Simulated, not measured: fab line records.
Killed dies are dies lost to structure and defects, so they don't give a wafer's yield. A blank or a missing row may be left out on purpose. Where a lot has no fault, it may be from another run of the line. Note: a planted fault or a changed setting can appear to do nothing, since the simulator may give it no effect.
8D (eight disciplines) problem report, filled in by code -- flow n5Finfet -- the parts of the form that need people (team, actions taken, sign-off) are left out

1. WHAT IS WRONG
At N5_PASSIVATION_PROBE_49, killed_at_M4_up averages 335 over 6 wafers from 2 lots, while fault-free wafers read 14, standard deviation 5.7. That is +56 standard deviations from the usual mean.
Seen first at day 17 08:04 on prober-01, wafer L595.2. Wafers with a number at this step in the record: 36, from 12 lots. Rule for "out", or "out of limits": more than 4 standard deviations from the usual mean. Any other wafer with a number is counted as sound.

2. WHAT IT IS; WHAT IT IS NOT
question,is,is not
which readings at this step,"killed_at_M4_up, defectLimitedYield, killedDies, killedOnRim, sort_bin_5_function, sort_bin_6_memory, sortNPass, sortYieldPct","killed_at_M0_to_M3, killedAtFrontEnd, killedAtOther, killedOpen, killedShort"
which lots,"L595, L598","L575, L576, L580, L581, L582, L583, L584, L586, L587, L590"
which wafers of those lots,all that have a number,-
read on which tools,prober-01,prober-02
when,from day 17 08:04,up to then (30 sound wafers)

3. SUSPECTS, AND WHAT RULES EACH OUT
Counting: a tool stays on the suspect list if, at a process step up to the reading, it processed all lots that are out and no sound lot following the first of them.
- ecdCu-02 at N5_BEOL_M15_ECD_47 (material Cu, target thk 1860 nm): kept. It processed each lot that is out, first L595 at day 16 14:28, and no sound lot thereafter; up to then, the last sound lot it processed was L587 at day 14 03:09.
- rieDiel-02 at N5_MIM_TOP_ETCH_STRIP_01 (strips in O2): kept. It processed each lot that is out, first L595 at day 16 19:31, and no sound lot thereafter; up to then, the last sound lot it processed was L581 at day 13 09:27.
- pvdSputter-03 at N5_PASSIVATION_SPUTTER_20 (material TaN, target thk 50 nm): kept. It processed each lot that is out, first L595 at day 17 01:58, and no sound lot thereafter; up to then, the last sound lot it processed was L581 at day 13 12:24.
- prober-01 at N5_PASSIVATION_PROBE_49: kept. It processed each lot that is out, first L595 at day 17 08:04, and no sound lot thereafter; up to then, the last sound lot it processed was L590 at day 16 04:42. Its own defectLimitedYield, killed_at_M4_up, killedDies, killedOnRim, sort_bin_5_function, sort_bin_6_memory, sortNPass, sortYieldPct readings are out on those wafers.
Left after counting: ecdCu-02 at N5_BEOL_M15_ECD_47, rieDiel-02 at N5_MIM_TOP_ETCH_STRIP_01, pvdSputter-03 at N5_PASSIVATION_SPUTTER_20, prober-01 at N5_PASSIVATION_PROBE_49.

4. THE CAUSE (what the simulator had put in)
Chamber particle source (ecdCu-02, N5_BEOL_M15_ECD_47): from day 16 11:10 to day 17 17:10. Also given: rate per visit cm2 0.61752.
Counting leaves 4 suspects; this tool is one of them.

5. THE EFFECT CHAIN, in route order
Each row: a reading where the mean over the struck wafers with a number is more than 3 standard deviations away from the usual. Only readings for which the record gives a usual standard deviation are gone through. hours: the time from each lot's start at the first step in this table that gives one to its start at this step, as a median over the lots. sigmas: the change in usual standard deviations.
hours,step,reading,usual,on struck wafers,change,sigmas
0,N5_PASSIVATION_PROBE_49,defectLimitedYield,91.4 %,64.5,-26.9,-17
0,N5_PASSIVATION_PROBE_49,killed_at_M4_up,14,335,+321,+56
0,N5_PASSIVATION_PROBE_49,killedDies,101,418,+317,+17
0,N5_PASSIVATION_PROBE_49,killedOnRim,13,59,+46,+12
0,N5_PASSIVATION_PROBE_49,sort_bin_5_function,5.0 %,21.3,+16.3,+15
0,N5_PASSIVATION_PROBE_49,sort_bin_6_memory,3.3 %,11.9,+8.6,+12
0,N5_PASSIVATION_PROBE_49,sortNPass,1078,762,-316,-16
0,N5_PASSIVATION_PROBE_49,sortYieldPct,91.3 %,64.5,-26.8,-16
Its process steps:
- N5_PASSIVATION_PROBE_49

6. WHAT WOULD HAVE CAUGHT IT SOONER
First out-of-limits reading in this record: day 17 08:04, which is 21 hours after fault onset at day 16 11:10.
Among the 2 lots that are out, L598 began N5_BEOL_M15_ECD_47 on ecdCu-02 after day 17 08:04. Had the tool been put on hold then, it would have been spared.
